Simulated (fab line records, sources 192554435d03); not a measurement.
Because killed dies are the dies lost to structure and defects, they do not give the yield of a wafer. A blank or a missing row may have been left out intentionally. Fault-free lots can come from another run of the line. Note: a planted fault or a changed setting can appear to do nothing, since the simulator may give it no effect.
fab line records | flow n5_finfet
[record] lots = 7 wafers = 21
route steps=1938 shown BEOL_M3@950 BEOL_M4@1028 BEOL_M6@1199 BEOL_M7@1263
start_h: the number of hours between the record's first day and the start of the first shown wafer of the lot | wait_h: time in hours since the lot's previous step | " identical to the entry in the row above | L1.1+2: a single row standing in for several wafers | - no value, or no start given | * or withheld: withheld | < > ~ a bound
route shown NAME@n: names a module that has steps shown in the file, with the first one's number in the route | usual: mean/standard deviation taken from wafers without a fault | same: alike in all rows | chamber/n: place in a boat | sites: readings site by site | _std_site: the standard deviation of these | _edge_site: outer sites' mean less inner sites' | radius_mm: how far each site lies from the wafer's centre | mask NAME#n: copy n | behind: the most recent tool/chamber to have shaped the wafer | hold: reason for holding the lot/hours on hold/outcome of the hold | device: names the non-switching transistor (n, p or np) | end of line: tests run on the same wafers once the route is complete | for a step that has no rows: nothing shown but its recipe | killed: not the wafer's yield, but the dies lost to structure and defects at the first sort | map: dies across one wafer; x = killed, . = not, _ = none there
set.NAME: the setting that was run; set.NAME@STEP: the one run at that earlier step | model.NAME: the simulator's own value behind a step, which no gauge read
lots where settings were altered on purpose, with a table for each step and a row for each wafer
[[steps]]
[step N5_BEOL_M3_ETCH_64]
[recipe] chemistry = N2/H2 target = SOC target_depth_a = 750 overetch_a = 150 mask_material = SiARC temp_c = 40 time_s = 112.5 ion_energy_ev = 200 pressure_mtorr = 30 source_w = 840 bias_w = 150 n2_flow_sccm = 200 h2_flow_sccm = 200
// columns lot.wafer tool chamber start_h wait_h set.time_s model.BEOL_M3.cd_offset_nm
L079.1 rie_diel-06 3 209.11 0.0 105.9 -0.2
L079.4 " 3 " " 112.5 0.2
L079.5 " 0 " " 112.5 0
L081.2 rie_diel-04 0 221.74 0.0 124.6 0.6
L081.3 " 3 " " 112.5 0
L081.6 " 3 " " 124.6 0
L083.1 rie_diel-04 2 239.33 0.0 112.5 0.2
L083.3 " 1 " " 112.5 0.4
L083.5 " 0 " " 87.93 -0.6
L090.1+5 rie_diel-06 0 280.44 0.0 136.2 0.8
L090.6 " 3 " " 112.5 0
L086.3 rie_diel-01 2 283.80 0.0 112.5 0
L086.5 " 1 " " 112.5 -0.2
L086.6 " 0 " " 112.5 0.2
L091.1 rie_diel-01 0 284.37 0.0 112.5 0
L091.2+5 " 1,0 " " 112.5 0.2
L092.4+5+6 rie_diel-01 0,1,2 299.81 0.0 112.5 0.2
[step N5_BEOL_M3_COAT_22]
[recipe] resist = CAR-EUV spin_rpm = 1500 resist_thk_nm = 30
// columns lot.wafer tool chamber start_h wait_h set.spin_rpm model.CAR-EUV_of_BEOL_M3_COAT_22.thk_nm
L079.1+5 litho_track-05 0 - - 1500 30
L079.4 " 0 " " 1500 29.8
L081.2 litho_track-01 0 - - 1447 30.4
L081.3+6 " 0 " " 1447 30.6
L083.1+3+5 litho_track-05 0 - - 1500 29.8
L090.1 litho_track-02 0 - - 1500 30
L090.5+6 " 0 " " 1433 30.8
L086.3 litho_track-05 0 - - 1500 30
L086.5+6 " 0 " " 1379 31.2
L091.1 litho_track-05 0 - - 1500 30
L091.2+5 " 0 " " 1664 28.4
L092.4+6 litho_track-01 0 - - 1500 29.8
L092.5 " 0 " " 1500 30
[step N5_BEOL_M3_EBR_24]
[recipe] solvent = PGMEA ebr_width_mm = 1.5
[step N5_BEOL_M3_SOFTBAKE_23]
[recipe] temp_c = 110 time_s = 60 resist = CAR-EUV
[step N5_BEOL_M3_EXPOSE_25]
[recipe] mask_id = V2 na = 0.33 source_shape = quasar sigma_inner = 0.2 sigma_outer = 0.8 polarization = unpolarized defocus_nm = 5 dose_mj = 63
[step N5_BEOL_M3_PEB_26]
[recipe] peb_temp_c = 100 peb_time_s = 60 resist = CAR-EUV
[step N5_BEOL_M3_DEVELOP_27]
[recipe] develop_time_s = 30 developer = TMAH resist = CAR-EUV rinse_liquid = surfactant_rinse dry = air_spin dev_temp_c = 23
// columns lot.wafer tool chamber start_h wait_h set.spin_rpm@BEOL_M3_COAT_22 model.CAR-EUV_of_BEOL_M3_COAT_22.thk_nm
L079.1+5 litho_track-01 0 - - 1500 29.6
L079.4 " 0 " " 1500 29.4
L081.2+3+6 litho_track-05 0 - - 1447 30
L083.1+3+5 litho_track-05 0 - - 1500 29.4
L090.1 litho_track-02 0 - - 1500 29.4
L090.5+6 " 0 " " 1433 30.2
L086.3 litho_track-02 0 - - 1500 29.4
L086.5+6 " 0 " " 1379 30.8
L091.1 litho_track-05 0 - - 1500 29.4
L091.2+5 " 0 " " 1664 27.8
L092.4+5+6 litho_track-01 0 - - 1500 29.4
[step N5_BEOL_M4_COAT_05]
[recipe] resist = CAR-EUV spin_rpm = 1500 resist_thk_nm = 30
// columns lot.wafer tool chamber start_h wait_h set.spin_rpm model.CAR-EUV_of_BEOL_M4_COAT_05.thk_nm
L079.1 litho_track-03 0 - - 1500 30
L079.4 " 0 " " 1500 30.2
L079.5 " 0 " " 1434 30.8
L081.2+3 litho_track-04 0 - - 1443 30.6
L081.6 " 0 " " 1500 30
L083.1 litho_track-02 0 - - 1500 29.8
L083.3+5 " 0 " " 1597 29
L090.1 litho_track-04 0 - - 1337 32
L090.5 " 0 " " 1500 30
L090.6 " 0 " " 1500 30.2
L086.3+5+6 litho_track-03 0 - - 1500 30
L091.1+2+5 litho_track-03 0 - - 1500 30
L092.4+5+6 litho_track-04 0 - - 1500 30
[step N5_BEOL_M4_EBR_07]
[recipe] solvent = PGMEA ebr_width_mm = 1.5
[step N5_BEOL_M4_SOFTBAKE_06]
[recipe] temp_c = 110 time_s = 60 resist = CAR-EUV
[step N5_BEOL_M4_DESCUM_16]
[recipe] chemistry = O2 time_s = 7 source_power_w = 50 bias_power_w = 20 pressure_mtorr = 20 rf_frequency_hz = 2.712e+07 temp_c = 40 resist = CAR-EUV o2_flow_sccm = 225
[step N5_BEOL_M4_ETCH_74]
[recipe] chemistry = N2/H2 target = underlayer target_depth_a = 65 mask_material = CAR-EUV time_s = 5.2 ion_energy_ev = 200 pressure_mtorr = 30 source_w = 840 bias_w = 150 n2_flow_sccm = 200 h2_flow_sccm = 200 ends = cleared
[step N5_BEOL_M4_ETCH_63]
[recipe] chemistry = CF4 target = SiARC target_depth_a = 156 mask_material = CAR-EUV time_s = 26 ion_energy_ev = 80 pressure_mtorr = 40 source_w = 545 bias_w = 36 Ar_flow_sccm = 100 cf4_flow_sccm = 100 ends = cleared
// columns lot.wafer tool chamber start_h wait_h set.spin_rpm@BEOL_M4_COAT_05 model.CAR-EUV_of_BEOL_M4_COAT_05.thk_nm
L079.1 rie_diel-03 1 219.55 0.0 1500 11
L079.4 " 1 " " 1500 11.2
L079.5 " 2 " " 1434 12
L081.2 rie_diel-02 2 237.62 0.0 1443 11.8
L081.3 " 0 " " 1443 11.6
L081.6 " 3 " " 1500 11
L083.1 rie_diel-02 1 272.60 0.0 1500 11
L083.3 " 2 " " 1597 10.2
L083.5 " 3 " " 1597 10
L090.1 rie_diel-05 0 291.39 0.0 1337 13
L090.5+6 " 2,3 " " 1500 11.2
L086.3+5 rie_diel-02 2 295.52 0.0 1500 11.2
L086.6 " 3 " " 1500 11
L091.1+2 rie_diel-03 2,0 298.80 0.0 1500 11.2
L091.5 " 1 " " 1500 11
L092.4+5+6 rie_diel-05 3,1,2 311.91 0.0 1500 11.2
[step N5_BEOL_M4_ETCH_64]
[recipe] chemistry = N2/H2 target = SOC target_depth_a = 750 overetch_a = 225 mask_material = SiARC temp_c = 40 time_s = 121.9 ion_energy_ev = 200 pressure_mtorr = 30 source_w = 840 bias_w = 150 n2_flow_sccm = 200 h2_flow_sccm = 200
// columns lot.wafer tool chamber start_h wait_h set.time_s model.SiARC_of_BEOL_M4_COAT_62.thk_nm
L079.1+4+5 rie_diel-03 1,1,2 219.58 0.0 121.9 6.2
L081.2+6 rie_diel-02 2,3 237.65 0.0 121.9 6.2
L081.3 " 0 " " 110.1 7
L083.1 rie_diel-02 1 272.63 0.0 121.9 6.4
L083.3 " 2 " " 140.7 5.2
L083.5 " 3 " " 121.9 6
L090.1 rie_diel-05 0 291.41 0.0 121.9 6.2
L090.5 " 2 " " 132.2 5.8
L090.6 " 3 " " 132.2 6
L086.3 rie_diel-02 2 295.54 0.0 121.9 6.2
L086.5+6 " 2,3 " " 99.15 7.2
L091.1+5 rie_diel-03 2,1 298.83 0.0 121.9 6.2
L091.2 " 0 " " 112.3 6.4
L092.4 rie_diel-05 3 311.98 0.1 121.9 6.6
L092.5+6 " 1,2 " " 121.9 6.4
[step N5_BEOL_M4_STRIP_65]
[recipe] chemistry = N2/H2 temp_c = 40 n2_flow_sccm = 200 h2_flow_sccm = 200 rf_frequency_hz = 6e+07
[step N5_BEOL_M4_STRIP_75]
[recipe] chemistry = N2/H2 temp_c = 40 n2_flow_sccm = 200 h2_flow_sccm = 200 rf_frequency_hz = 6e+07
[step N5_BEOL_M4_STRIP_66]
[recipe] chemistry = CF4 resist = SiARC power_w = 300 bias_power_w = 75 pressure_mtorr = 50 cf4_flow_sccm = 150 rf_frequency_hz = 6e+07
[step N5_BEOL_M4_HM_OPEN_17]
[recipe] chemistry = Cl2/BCl3 target_depth_a = 200 overetch_a = 60 target = TiN mask_material = SOC ion_energy_ev = 150 pressure_mtorr = 10 icp_w = 1000 bias_w = 126 Cl2_flow_sccm = 53.25 bcl3_flow_sccm = 21.75 Ar_flow_sccm = 25
// columns lot.wafer tool chamber start_h wait_h set.time_s@BEOL_M4_ETCH_64 model.etch.depth_nm
L079.1 rie_metal-01 1 219.75 0.0 121.9 20.26
L079.4 " 0 " " 121.9 20.1
L079.5 " 1 " " 121.9 20.2
L081.2 rie_metal-02 0 237.82 0.0 121.9 19.95
L081.3 " 1 " " 110.1 19.8
L081.6 " 1 " " 121.9 20.01
L083.1 rie_metal-02 1 272.80 0.0 121.9 20.04
L083.3 " 1 " " 140.7 18.05
L083.5 " 1 " " 121.9 20.09
L090.1 rie_metal-01 0 291.59 0.0 121.9 20.07
L090.5 " 0 " " 132.2 19.16
L090.6 " 1 " " 132.2 19.27
L086.3 rie_metal-03 1 295.75 0.1 121.9 19.71
L086.5 " 0 " " 99.15 19.7
L086.6 " 1 " " 99.15 20.05
L091.1 rie_metal-02 0 299.00 0.0 121.9 20.11
L091.2 " 1 " " 112.3 20.09
L091.5 " 1 " " 121.9 20.16
L092.4 rie_metal-03 0 312.13 0.1 121.9 19.8
L092.5 " 0 " " 121.9 19.78
L092.6 " 1 " " 121.9 19.67
[step N5_BEOL_M6_COAT_59]
[recipe] resist = SOC temp_c = 250 time_s = 60 spin_rpm = 1500 resist_thk_nm = 100
// columns lot.wafer tool chamber start_h wait_h set.spin_rpm model.SOC_of_BEOL_M6_COAT_59.thk_nm
L079.1 litho_track-05 0 275.66 0.1 1500 100.2
L079.4+5 " 0 " " 1654 95.4
L081.2 litho_track-02 0 294.99 0.1 1500 99.6
L081.3+6 " 0 " " 1500 99.8
L083.1+3 litho_track-05 0 318.93 0.1 1620 96.2
L083.5 " 0 " " 1620 96.6
L090.1+5+6 litho_track-03 0 350.95 0.1 1500 99.8
L091.1 litho_track-05 0 359.98 0.1 1500 100
L091.2 " 0 " " 1500 100.4
L091.5 " 0 " " 1558 98.6
L086.3 litho_track-05 0 364.33 0.1 1500 100.2
L086.5 " 0 " " 1602 96.6
L086.6 " 0 " " 1602 97.2
L092.4 litho_track-02 0 382.29 0.1 1500 100.6
L092.5+6 " 0 " " 1500 100.4
[step N5_BEOL_M6_COAT_05]
[recipe] resist = CAR-ArF spin_rpm = 1500 resist_thk_nm = 90
// columns lot.wafer tool chamber start_h wait_h set.spin_rpm model.CAR-ArF_of_BEOL_M6_COAT_05.thk_nm
L079.1+4 litho_track-05 0 - - 1358 94.2
L079.5 " 0 " " 1500 89.8
L081.2 litho_track-02 0 - - 1500 89.8
L081.3 " 0 " " 1632 86.2
L081.6 " 0 " " 1500 90
L083.1 litho_track-05 0 - - 1634 86.6
L083.3 " 0 " " 1634 86.8
L083.5 " 0 " " 1500 90.4
L090.1 litho_track-03 0 - - 1500 90.2
L090.5 " 0 " " 1500 90
L090.6 " 0 " " 1500 89.8
L091.1+5 litho_track-05 0 - - 1342 94.8
L091.2 " 0 " " 1500 90
L086.3+6 litho_track-05 0 - - 1500 90
L086.5 " 0 " " 1649 85.8
L092.4 litho_track-02 0 - - 1500 89.2
L092.5 " 0 " " 1500 89.4
L092.6 " 0 " " 1500 89.8
[step N5_BEOL_M6_EBR_07]
[recipe] solvent = PGMEA ebr_width_mm = 1.5
[step N5_BEOL_M6_SOFTBAKE_06]
[recipe] temp_c = 110 time_s = 60 resist = CAR-ArF
[step N5_BEOL_M6_DESCUM_16]
[recipe] chemistry = O2 time_s = 7.9 source_power_w = 50 bias_power_w = 20 pressure_mtorr = 20 rf_frequency_hz = 2.712e+07 temp_c = 40 resist = CAR-ArF o2_flow_sccm = 225
// columns lot.wafer tool chamber start_h wait_h set.spin_rpm@BEOL_M6_COAT_05 model.CAR-ArF_of_BEOL_M6_COAT_05.thk_nm
L079.1+4 rie_diel-05 0,2 275.99 0.0 1358 87.6
L079.5 " 1 " " 1500 83.2
L081.2+6 rie_diel-05 0,2 295.51 0.1 1500 83.4
L081.3 " 2 " " 1632 79.8
L083.1 rie_diel-05 3 319.39 0.0 1634 80
L083.3 " 1 " " 1634 80.2
L083.5 " 2 " " 1500 83.8
L090.1 rie_diel-02 0 351.49 0.1 1500 83.6
L090.5+6 " 0,1 " " 1500 83.4
L091.1 rie_diel-02 3 360.44 0.0 1342 88.2
L091.2 " 2 " " 1500 83.4
L091.5 " 0 " " 1342 88.4
L086.3 rie_diel-02 1 364.79 0.0 1500 83.6
L086.5 " 0 " " 1649 79.4
L086.6 " 1 " " 1500 83.4
L092.4 rie_diel-02 3 382.70 0.1 1500 82.6
L092.5 " 1 " " 1500 82.8
L092.6 " 0 " " 1500 83.2
[step N5_BEOL_M6_ETCH_61]
[recipe] chemistry = CF4 target = SiARC target_depth_a = 455 mask_material = CAR-ArF time_s = 75.8 ion_energy_ev = 80 pressure_mtorr = 40 source_w = 545 bias_w = 36 Ar_flow_sccm = 100 cf4_flow_sccm = 100 ends = cleared
[step N5_BEOL_M6_ETCH_62]
[recipe] chemistry = N2/H2 target = SOC target_depth_a = 1100 overetch_a = 220 mask_material = SiARC temp_c = 40 time_s = 165 ion_energy_ev = 200 pressure_mtorr = 30 source_w = 840 bias_w = 150 n2_flow_sccm = 200 h2_flow_sccm = 200
// columns lot.wafer tool chamber start_h wait_h set.spin_rpm@BEOL_M6_COAT_59 model.etch.depth_nm
L079.1 rie_diel-05 0 276.09 0.0 1500 100.2
L079.4 " 2 " " 1654 95.39
L079.5 " 1 " " 1654 95.41
L081.2 rie_diel-05 0 295.61 0.0 1500 99.63
L081.3 " 2 " " 1500 99.87
L081.6 " 2 " " 1500 99.88
L083.1 rie_diel-05 3 319.49 0.0 1620 96.19
L083.3 " 1 " " 1620 96.11
L083.5 " 2 " " 1620 96.69
L090.1 rie_diel-02 0 351.58 0.0 1500 99.76
L090.5 " 0 " " 1500 99.79
L090.6 " 1 " " 1500 99.81
L091.1 rie_diel-02 3 360.53 0.0 1500 100.1
L091.2 " 2 " " 1500 100.5
L091.5 " 0 " " 1558 98.56
L086.3 rie_diel-02 1 364.88 0.0 1500 100.1
L086.5 " 0 " " 1602 96.68
L086.6 " 1 " " 1602 97.15
L092.4 rie_diel-02 3 382.79 0.0 1500 100.6
L092.5 " 1 " " 1500 100.3
L092.6 " 0 " " 1500 100.4
[step N5_BEOL_M7_ILD_DEP_00]
[recipe] material = SiCOH_lowk target_thk_a = 1797.5 temp_c = 300 precursor = DEMS/porogen pressure_torr = 5 rf_w = 500 time_s = 33.4
// columns lot.wafer tool chamber start_h wait_h set.time_s model.SiCOH_lowk_of_BEOL_M7_ILD_DEP_00.thk_nm
L079.1 pecvd-01 2 283.14 0.0 33.4 180
L079.4 " 1 " " 37.13 202.2
L079.5 " 2 " " 33.4 182
L081.2 pecvd-02 2 300.09 0.0 33.4 175
L081.3 " 0 " " 33.4 172.6
L081.6 " 1 " " 33.4 178.4
L083.1 pecvd-04 2 326.31 0.0 33.4 178.4
L083.3 " 0 " " 33.4 178.2
L083.5 " 1 " " 33.4 180.6
L090.1 pecvd-04 1 360.58 0.0 29.83 156.4
L090.5 " 1 " " 33.4 177.6
L090.6 " 2 " " 29.83 160.6
L091.1 pecvd-04 2 366.04 0.0 37.22 200.6
L091.2 " 0 " " 33.4 178.4
L091.5 " 1 " " 33.4 183.2
L086.3 pecvd-04 1 371.66 0.1 31.81 173.4
L086.5 " 0 " " 31.81 172.2
L086.6 " 1 " " 33.4 181.4
L092.4+5 pecvd-01 2,0 387.07 0.1 33.4 183.4
L092.6 " 1 " " 33.4 183.6
[step N5_BEOL_M7_CURE_74]
[recipe] temp_c = 385 time_s = 240 ambient = He/Ar material = SiCOH_lowk
// columns lot.wafer tool chamber start_h wait_h set.time_s@BEOL_M7_ILD_DEP_00 model.SiCOH_lowk_of_BEOL_M7_ILD_DEP_00.thk_nm
L079.1 uv_cure-01 2 283.20 0.0 33.4 155.2
L079.4 " 2 " " 37.13 174.6
L079.5 " 2 " " 33.4 157
L081.2 uv_cure-03 1 300.24 0.1 33.4 150.8
L081.3 " 1 " " 33.4 148.8
L081.6 " 1 " " 33.4 153.8
L083.1+3 uv_cure-01 1 326.37 0.0 33.4 153.8
L083.5 " 1 " " 33.4 155.8
L090.1 uv_cure-02 2 360.66 0.1 29.83 134.8
L090.5 " 2 " " 33.4 153.2
L090.6 " 2 " " 29.83 138.4
L091.1 uv_cure-01 1 366.10 0.0 37.22 173.2
L091.2 " 1 " " 33.4 153.8
L091.5 " 1 " " 33.4 158
L086.3 uv_cure-01 2 371.90 0.2 31.81 149.6
L086.5 " 2 " " 31.81 148.4
L086.6 " 2 " " 33.4 156.4
L092.4+5 uv_cure-01 1 387.35 0.3 33.4 158.2
L092.6 " 1 " " 33.4 158.4
[step N5_BEOL_M7_THK_MEAS_01]
[recipe] reads = SiCOH_lowk_of_BEOL_M7_ILD_DEP_00
[usual] M7_ILD_THK = 154.4/2.4
// columns lot.wafer tool chamber start_h wait_h set.time_s@BEOL_M7_ILD_DEP_00 M7_ILD_THK[nm]
L079.1 film_metro-01 - 283.71 0.4 33.4 155.1
L079.4 " - " " 37.13 174.5
L079.5 " - " " 33.4 156.9
L081.2 film_metro-01 - 300.67 0.4 33.4 150.7
L081.3 " - " " 33.4 148.9
L081.6 " - " " 33.4 153.7
L083.1 film_metro-02 - 326.89 0.4 33.4 153.6
L083.3 " - " " 33.4 153.7
L083.5 " - " " 33.4 155.6
L090.1 film_metro-02 - 361.17 0.4 29.83 134.7
L090.5 " - " " 33.4 153.2
L090.6 " - " " 29.83 138.4
L091.1 film_metro-01 - 366.61 0.4 37.22 173.2
L091.2 " - " " 33.4 153.8
L091.5 " - " " 33.4 158.0
L086.3 film_metro-01 - 372.26 0.3 31.81 149.5
L086.5 " - " " 31.81 148.5
L086.6 " - " " 33.4 156.4
L092.4 film_metro-02 - 387.63 0.2 33.4 158.3
L092.5 " - " " 33.4 158.1
L092.6 " - " " 33.4 158.4
[step N5_BEOL_M7_COAT_59]
[recipe] resist = SOC temp_c = 250 time_s = 60 spin_rpm = 1500 resist_thk_nm = 100
// columns lot.wafer tool chamber start_h wait_h set.spin_rpm model.SOC_of_BEOL_M7_COAT_59.thk_nm
L079.1 litho_track-01 0 285.22 0.1 1500 100.8
L079.4+5 " 0 " " 1332 106.8
L081.2 litho_track-04 0 302.18 0.1 1500 101
L081.3 " 0 " " 1633 96.6
L081.6 " 0 " " 1500 100.8
L083.1 litho_track-01 0 329.67 0.1 1616 96.6
L083.3 " 0 " " 1616 96.4
L083.5 " 0 " " 1500 100.2
L090.1 litho_track-04 0 363.87 0.1 1500 100.8
L090.5 " 0 " " 1448 102.8
L090.6 " 0 " " 1448 102.4
L091.1 litho_track-04 0 367.60 0.1 1592 97.6
L091.2 " 0 " " 1592 97.4
L091.5 " 0 " " 1500 100.6
L086.3 litho_track-01 0 374.88 0.1 1500 100
L086.5+6 " 0 " " 1569 97.6
L092.4+5 litho_track-03 0 389.23 0.1 1500 100.8
L092.6 " 0 " " 1500 100.6
[[key]]
[split] step = N5_BEOL_M3_ETCH_64 setting = time_s stated = 112.5 by = wafer
[response] step = N5_BEOL_M3_ETCH_64 reading = model.BEOL_M3.cd_offset_nm change = +0.0387 per = 1% r = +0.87
[split] step = N5_BEOL_M3_COAT_22 setting = spin_rpm stated = 1500 by = wafer
[response] step = N5_BEOL_M3_COAT_22 reading = model.CAR-EUV_of_BEOL_M3_COAT_22.thk_nm change = -0.15 per = 1% r = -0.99
[response] step = N5_BEOL_M3_DEVELOP_27 reading = model.CAR-EUV_of_BEOL_M3_COAT_22.thk_nm change = -0.158 per = 1% r = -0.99
[split] step = N5_BEOL_M4_COAT_05 setting = spin_rpm stated = 1500 by = wafer
[response] step = N5_BEOL_M4_COAT_05 reading = model.CAR-EUV_of_BEOL_M4_COAT_05.thk_nm change = -0.161 per = 1% r = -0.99
[response] step = N5_BEOL_M4_ETCH_63 reading = model.CAR-EUV_of_BEOL_M4_COAT_05.thk_nm change = -0.165 per = 1% r = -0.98
[split] step = N5_BEOL_M4_ETCH_64 setting = time_s stated = 121.9 by = wafer
[response] step = N5_BEOL_M4_ETCH_64 reading = model.SiARC_of_BEOL_M4_COAT_62.thk_nm change = -0.0565 per = 1% r = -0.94
[response] step = N5_BEOL_M4_HM_OPEN_17 reading = model.etch.depth_nm shape = bent at_lowest = 19.88 at_stated = 20 at_highest = 18.05
[split] step = N5_BEOL_M6_COAT_59 setting = spin_rpm stated = 1500 by = wafer
[response] step = N5_BEOL_M6_COAT_59 reading = model.SOC_of_BEOL_M6_COAT_59.thk_nm change = -0.468 per = 1% r = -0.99
[response] step = N5_BEOL_M6_ETCH_62 reading = model.etch.depth_nm change = -0.468 per = 1% r = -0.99
[split] step = N5_BEOL_M6_COAT_05 setting = spin_rpm stated = 1500 by = wafer
[response] step = N5_BEOL_M6_COAT_05 reading = model.CAR-ArF_of_BEOL_M6_COAT_05.thk_nm change = -0.437 per = 1% r = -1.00
[response] step = N5_BEOL_M6_DESCUM_16 reading = model.CAR-ArF_of_BEOL_M6_COAT_05.thk_nm change = -0.435 per = 1% r = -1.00
[split] step = N5_BEOL_M7_ILD_DEP_00 setting = time_s stated = 33.4 by = wafer
[response] step = N5_BEOL_M7_ILD_DEP_00 reading = model.SiCOH_lowk_of_BEOL_M7_ILD_DEP_00.thk_nm change = +1.8 per = 1% r = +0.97
[response] step = N5_BEOL_M7_CURE_74 reading = model.SiCOH_lowk_of_BEOL_M7_ILD_DEP_00.thk_nm change = +1.57 per = 1% r = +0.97
[response] step = N5_BEOL_M7_THK_MEAS_01 reading = M7_ILD_THK change = +1.57 per = 1% r = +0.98
[split] step = N5_BEOL_M7_COAT_59 setting = spin_rpm stated = 1500 by = wafer
[response] step = N5_BEOL_M7_COAT_59 reading = model.SOC_of_BEOL_M7_COAT_59.thk_nm change = -0.509 per = 1% r = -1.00
